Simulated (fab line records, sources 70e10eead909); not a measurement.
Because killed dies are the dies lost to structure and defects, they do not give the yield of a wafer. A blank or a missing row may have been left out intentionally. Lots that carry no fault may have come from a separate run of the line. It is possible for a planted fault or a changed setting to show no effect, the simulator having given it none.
Which tool did it? | flow nand-harc | 24 lots, 72 wafers sampled, at 5 steps of a route of 1159

== WHAT THE GAUGES READ, wafer by wafer ==
NHARC_A_SGD_CUT_CD_MEAS_09 targets a cd of 100 nm. Usual: cd-nm 100.4 nm, standard deviation 0.53.
lot  | measured     | on        | cd-nm (nm)        | flag
L076 | day 14 08:30 | cd-sem-03 | 100.9 100.8 100.3 |
L074 | day 14 08:53 | cd-sem-02 | 100.0 100.9 100.3 |
L075 | day 14 09:23 | cd-sem-02 | 101.1 101.1 100.6 |
L079 | day 14 13:39 | cd-sem-02 | 100.5 100.4 100.0 |
L078 | day 14 13:48 | cd-sem-03 | 100.0 101.0 100.1 |
L077 | day 14 20:59 | cd-sem-02 | 99.7 99.8 100.8   |
L081 | day 15 11:42 | cd-sem-02 | 100.5 99.6 100.4  |
L080 | day 15 12:07 | cd-sem-03 | 100.7 100.2 100.3 |
L083 | day 16 00:39 | cd-sem-03 | 100.3 100.8 100.5 |
L082 | day 16 02:13 | cd-sem-03 | 101.3 100.8 101.0 |
L084 | day 16 05:15 | cd-sem-01 | 100.5 100.4 100.3 |
L085 | day 16 23:17 | cd-sem-02 | 100.8 99.7 99.9   |
L087 | day 16 23:44 | cd-sem-03 | 100.6 99.9 100.2  |
L086 | day 16 23:55 | cd-sem-02 | 100.4 100.2 101.0 |
L088 | day 17 09:31 | cd-sem-03 | 99.7 100.5 100.6  |
L089 | day 17 10:03 | cd-sem-03 | 100.2 100.7 101.1 |
L090 | day 17 21:29 | cd-sem-03 | 99.9 100.4 100.2  |
L091 | day 17 21:37 | cd-sem-02 | 100.3 100.3 100.0 |
L092 | day 18 05:15 | cd-sem-03 | 99.8 100.1 100.0  |
L094 | day 18 16:40 | cd-sem-03 | 99.4 100.3 100.0  |
L095 | day 18 16:59 | cd-sem-03 | 100.6 100.9 99.6  |
L093 | day 18 17:15 | cd-sem-01 | 99.5 100.4 100.5  |
L096 | day 19 05:00 | cd-sem-01 | 99.7 101.0 100.0  |
L097 | day 19 15:59 | cd-sem-02 | 99.9 99.6 99.8    |

NHARC_A_SGD_CUT_INSPECT_25. Usual: raw-defect-count 311, standard deviation 78.
lot  | measured     | on                | raw-defect-count | flag
L076 | day 14 15:00 | defect-inspect-02 | 250 302 227      |
L074 | day 14 14:58 | defect-inspect-02 | 352 316 308      |
L075 | day 14 15:01 | defect-inspect-01 | 262 257 175      |
L079 | day 14 20:16 | defect-inspect-02 | 285 349 334      |
L078 | day 14 20:16 | defect-inspect-01 | 262 333 399      |
L077 | day 15 03:59 | defect-inspect-02 | 409 321 396      |
L081 | day 15 18:08 | defect-inspect-01 | 291 295 294      |
L080 | day 15 18:08 | defect-inspect-02 | 360 234 273      |
L083 | day 16 07:16 | defect-inspect-01 | 365 369 307      |
L082 | day 16 07:23 | defect-inspect-02 | 232 175 212      |
L084 | day 16 11:51 | defect-inspect-02 | 270 290 222      |
L085 | day 17 05:59 | defect-inspect-02 | 247 188 254      |
L087 | day 17 05:53 | defect-inspect-02 | 370 284 338      |
L086 | day 17 05:55 | defect-inspect-01 | 347 328 280      |
L088 | day 17 15:59 | defect-inspect-01 | 243 264 318      |
L089 | day 17 16:08 | defect-inspect-02 | 299 280 330      |
L090 | day 18 04:02 | defect-inspect-02 | 257 222 208      |
L091 | day 18 04:03 | defect-inspect-01 | 266 230 304      |
L092 | day 18 11:53 | defect-inspect-02 | 448 205 329      |
L094 | day 18 23:59 | defect-inspect-02 | 337 289 226      |
L095 | day 18 23:58 | defect-inspect-01 | 257 297 316      |
L093 | day 18 23:57 | defect-inspect-02 | 288 349 367      |
L096 | day 19 13:08 | defect-inspect-02 | 443 298 590      |
L097 | day 19 23:58 | defect-inspect-01 | 285 408 335      |

== EACH LOT AND THE TOOL THAT RAN IT (in order: tool; ch and the chambers of the sampled wafers; start) ==
lot  | NHARC_A_STAIRCASE_CMP_450     | NHARC_A_STAIRCASE_ETCHBACK_422     | NHARC_A_SGD_CUT_ETCH_16
L076 | cmp-04 ch 0,3, day 14 06:03   | rie-diel-09 ch 0,3, day 14 06:35   | rie-diel-04 ch 0,1,3, day 14 15:00 or earlier
L074 | cmp-04 ch 0,1,2, day 14 06:14 | rie-diel-11 ch 1,2, day 14 06:44   | rie-diel-12 ch 0,1, day 14 14:58 or earlier
L075 | cmp-02 ch 0,1,3, day 14 06:49 | rie-diel-10 ch 0,1,2, day 14 07:21 | rie-diel-12 ch 0,1,2, day 14 15:01 or earlier
L079 | cmp-02 ch 0,2,3, day 14 10:58 | rie-diel-10 ch 0,2,3, day 14 11:31 | rie-diel-01 ch 1,2,3, day 14 20:16 or earlier
L078 | cmp-04 ch 2,3, day 14 11:05   | rie-diel-09 ch 0,1,2, day 14 11:38 | rie-diel-12 ch 2,3, day 14 20:16 or earlier
L077 | cmp-04 ch 0,1,3, day 14 18:21 | rie-diel-11 ch 0,1, day 14 18:52   | rie-diel-12 ch 0,1,3, day 15 03:59 or earlier
L081 | cmp-04 ch 0,2,3, day 15 09:08 | rie-diel-10 ch 0,1,2, day 15 09:41 | rie-diel-04 ch 0,1,2, day 15 18:08 or earlier
L080 | cmp-01 ch 0,1,3, day 15 09:26 | rie-diel-09 ch 1,2,3, day 15 09:59 | rie-diel-12 ch 2,3, day 15 18:08 or earlier
L083 | cmp-04 ch 1,3, day 15 22:07   | rie-diel-11 ch 2,3, day 15 22:38   | rie-diel-12 ch 0,3, day 16 07:16 or earlier
L082 | cmp-02 ch 0,1, day 15 22:23   | rie-diel-11 ch 2,3, day 15 22:55   | rie-diel-04 ch 0,1,2, day 16 07:23 or earlier
L084 | cmp-01 ch 0,3, day 16 02:28   | rie-diel-09 ch 1,2, day 16 03:04   | rie-diel-01 ch 1,2, day 16 11:51 or earlier
L085 | cmp-02 ch 0,1,3, day 16 20:50 | rie-diel-10 ch 0,1, day 16 21:22   | rie-diel-01 ch 2,3, day 17 05:59 or earlier
L087 | cmp-04 ch 0,1,2, day 16 20:55 | rie-diel-11 ch 0,1,2, day 16 21:26 | rie-diel-04 ch 0,1,3, day 17 05:53 or earlier
L086 | cmp-01 ch 0,1,2, day 16 21:07 | rie-diel-10 ch 1,3, day 16 21:40   | rie-diel-01 ch 0,1,3, day 17 05:55 or earlier
L088 | cmp-04 ch 0,1,3, day 17 07:01 | rie-diel-09 ch 0,1,2, day 17 07:34 | rie-diel-04 ch 0,2,3, day 17 15:59 or earlier
L089 | cmp-01 ch 1,3, day 17 07:30   | rie-diel-10 ch 0,1, day 17 08:04   | rie-diel-01 ch 1,2,3, day 17 16:08 or earlier
L090 | cmp-02 ch 1,3, day 17 18:35   | rie-diel-10 ch 2,3, day 17 19:10   | rie-diel-04 ch 0,1,3, day 18 04:02 or earlier
L091 | cmp-01 ch 0,1,2, day 17 18:41 | rie-diel-09 ch 0,1,3, day 17 19:14 | rie-diel-12 ch 1,2,3, day 18 04:03 or earlier
L092 | cmp-02 ch 0,2, day 18 02:03   | rie-diel-10 ch 1,2, day 18 02:36   | rie-diel-01 ch 1,2,3, day 18 11:53 or earlier
L094 | cmp-01 ch 0,1, day 18 14:01   | rie-diel-10 ch 0,1,2, day 18 14:34 | rie-diel-04 ch 0,1,2, day 18 23:59 or earlier
L095 | cmp-04 ch 0,3, day 18 14:21   | rie-diel-10 ch 0,1,3, day 18 14:56 | rie-diel-01 ch 0,2,3, day 18 23:58 or earlier
L093 | cmp-01 ch 0,2, day 18 14:38   | rie-diel-11 ch 2,3, day 18 15:10   | rie-diel-12 ch 0,2,3, day 18 23:57 or earlier
L096 | cmp-02 ch 0,3, day 19 02:17   | rie-diel-11 ch 0,2,3, day 19 02:59 | rie-diel-01 ch 0,1, day 19 13:08 or earlier
L097 | cmp-02 ch 0,1,3, day 19 13:24 | rie-diel-09 ch 0,1,3, day 19 13:56 | rie-diel-01 ch 0,1,3, day 19 23:58 or earlier
- NHARC_A_STAIRCASE_CMP_450: polishes SiO2, target thk 200 nm.
- NHARC_A_STAIRCASE_ETCHBACK_422: etches the open film in CH3F/O2, target depth 40 nm, time 74.286 s.
- NHARC_A_SGD_CUT_ETCH_16: etches the open film in C4F8/O2/Ar, target depth 310.5 nm, time 155.2 s.

== AS READ BY THE TOOLS THEMSELVES (means over the sampled wafers that have a number; for cases with no such wafer, the mark the record gives instead) ==
NHARC_A_STAIRCASE_CMP_450. Usual: motor-current-A 11.6 A, standard deviation 1.1; slurry-filter-dp-kPa 13.49 kPa, standard deviation 0.14.
lot  | tool   | motor-current-A (A) | slurry-filter-dp-kPa (kPa) | flag
L076 | cmp-04 | 11.7                | 13.53                      |
L074 | cmp-04 | 11.1                | 13.64                      |
L075 | cmp-02 | 11.6                | 13.56                      |
L079 | cmp-02 | 12.0                | 13.66                      |
L078 | cmp-04 | 11.0                | 13.51                      |
L077 | cmp-04 | 11.4                | 13.54                      |
L081 | cmp-04 | 11.5                | 13.40                      |
L080 | cmp-01 | 11.7                | 13.41                      |
L083 | cmp-04 | 11.2                | 13.40                      |
L082 | cmp-02 | 10.7                | 13.56                      |
L084 | cmp-01 | 11.5                | 13.44                      |
L085 | cmp-02 | 11.7                | 13.60                      |
L087 | cmp-04 | 11.4                | 13.43                      |
L086 | cmp-01 | 12.0                | 13.51                      |
L088 | cmp-04 | 11.6                | 13.49                      |
L089 | cmp-01 | 11.6                | 13.45                      |
L090 | cmp-02 | 9.9                 | 13.47                      |
L091 | cmp-01 | 12.3                | 13.40                      |
L092 | cmp-02 | 11.6                | 13.41                      |
L094 | cmp-01 | 11.6                | 13.48                      |
L095 | cmp-04 | 11.9                | 13.57                      |
L093 | cmp-01 | 12.7                | 13.55                      |
L096 | cmp-02 | 12.1                | 13.58                      |
L097 | cmp-02 | 11.6                | 13.51                      |

NHARC_A_STAIRCASE_ETCHBACK_422. Usual: drypump-motor-current-A 5.6 A, standard deviation 0.44; oes-product-au 0.96 a.u., standard deviation 0.04; rf-vpp-V 244.6 V, standard deviation 1.7; showerhead-plenum-p-Torr 2.47 Torr, standard deviation 0.11; throttle-valve-pct 20.664 %, standard deviation 0.0083.
lot  | tool        | drypump-motor-current-A (A) | oes-product-au (a.u.) | rf-vpp-V (V) | showerhead-plenum-p-Torr (Torr) | throttle-valve-pct (%) | flag
L076 | rie-diel-09 | 5.6                         | 0.93                  | 242.9        | 2.34                            | 20.657                 |
L074 | rie-diel-11 | 5.9                         | 0.92                  | 245.3        | 2.54                            | 20.663                 |
L075 | rie-diel-10 | 5.2                         | 1.00                  | 244.8        | 2.46                            | 20.668                 |
L079 | rie-diel-10 | 5.6                         | 0.92                  | 243.5        | 2.38                            | 20.662                 |
L078 | rie-diel-09 | 5.3                         | 0.93                  | 244.5        | 2.47                            | 20.667                 |
L077 | rie-diel-11 | 6.3                         | 0.91                  | 245.3        | 2.53                            | 20.663                 |
L081 | rie-diel-10 | 5.2                         | 0.93                  | 243.5        | 2.46                            | 20.663                 |
L080 | rie-diel-09 | 5.3                         | 1.00                  | 244.6        | 2.44                            | 20.659                 |
L083 | rie-diel-11 | 5.8                         | 0.92                  | 246.5        | 2.60                            | 20.670                 |
L082 | rie-diel-11 | 5.8                         | 0.99                  | 246.7        | 2.60                            | 20.666                 |
L084 | rie-diel-09 | 5.2                         | 0.93                  | 244.8        | 2.48                            | 20.659                 |
L085 | rie-diel-10 | 5.2                         | 1.02                  | 245.6        | 2.50                            | 20.660                 |
L087 | rie-diel-11 | 6.1                         | 1.00                  | 244.7        | 2.53                            | 20.662                 |
L086 | rie-diel-10 | 5.8                         | 1.01                  | 246.1        | 2.61                            | 20.658                 |
L088 | rie-diel-09 | 5.3                         | 0.93                  | 244.6        | 2.46                            | 20.664                 |
L089 | rie-diel-10 | 5.2                         | 1.02                  | 244.9        | 2.47                            | 20.666                 |
L090 | rie-diel-10 | 5.6                         | 0.93                  | 244.7        | 2.48                            | 20.665                 |
L091 | rie-diel-09 | 5.3                         | 0.93                  | 244.1        | 2.41                            | 20.663                 |
L092 | rie-diel-10 | 5.2                         | 1.00                  | 244.3        | 2.43                            | 20.671                 |
L094 | rie-diel-10 | 5.2                         | 1.01                  | 244.2        | 2.45                            | 20.666                 |
L095 | rie-diel-10 | 5.5                         | 0.93                  | 245.6        | 2.53                            | 20.663                 |
L093 | rie-diel-11 | 5.6                         | 1.00                  | 245.0        | 2.55                            | 20.660                 |
L096 | rie-diel-11 | 6.0                         | 0.99                  | 246.1        | 2.59                            | 20.662                 |
L097 | rie-diel-09 | 5.3                         | 1.00                  | 243.2        | 2.41                            | 20.663                 |

NHARC_A_SGD_CUT_ETCH_16. Usual: oes-product-au 0.967 a.u., standard deviation 0.016; rf-vpp-V 723 V, standard deviation 4.5.
lot  | tool        | oes-product-au (a.u.) | rf-vpp-V (V) | flag
L076 | rie-diel-04 | 0.972                 | 724          |
L074 | rie-diel-12 | 0.977                 | 720          |
L075 | rie-diel-12 | 0.962                 | 722          |
L079 | rie-diel-01 | 0.981                 | 725          |
L078 | rie-diel-12 | 0.975                 | 724          |
L077 | rie-diel-12 | 0.925                 | 720          |
L081 | rie-diel-04 | 0.937                 | 725          |
L080 | rie-diel-12 | 0.971                 | 723          |
L083 | rie-diel-12 | 0.945                 | 718          |
L082 | rie-diel-04 | 0.970                 | 725          |
L084 | rie-diel-01 | 0.985                 | 727          |
L085 | rie-diel-01 | 0.975                 | 722          |
L087 | rie-diel-04 | 0.972                 | 724          |
L086 | rie-diel-01 | 0.966                 | 723          |
L088 | rie-diel-04 | 0.973                 | 721          |
L089 | rie-diel-01 | 0.982                 | 724          |
L090 | rie-diel-04 | 0.974                 | 724          |
L091 | rie-diel-12 | 0.970                 | 723          |
L092 | rie-diel-01 | 0.981                 | 724          |
L094 | rie-diel-04 | 0.971                 | 725          |
L095 | rie-diel-01 | 0.966                 | 721          |
L093 | rie-diel-12 | 0.963                 | 720          |
L096 | rie-diel-01 | 0.963                 | 723          |
L097 | rie-diel-01 | 0.959                 | 724          |

== THE ANSWER, worked out from the rows above alone ==
Rule: a lot counts as off when the mean over its wafers that have a number is more than 3 standard deviations away from the usual mean. A lot without any number at a reading at which 4 lots or more have one is off too. The other lots that the step has rows for count as sound. Order of review: gauges by route order, followed by the tools' own readings, for which a lot's mean as printed above is used. The first step at which some lot is off is used, and at that step the reading that is off furthest; a lot without a number counts as furthest.
None of the lots is off at any reading shown; this tells nothing.

== WHAT THE SIMULATOR PUT IN ==
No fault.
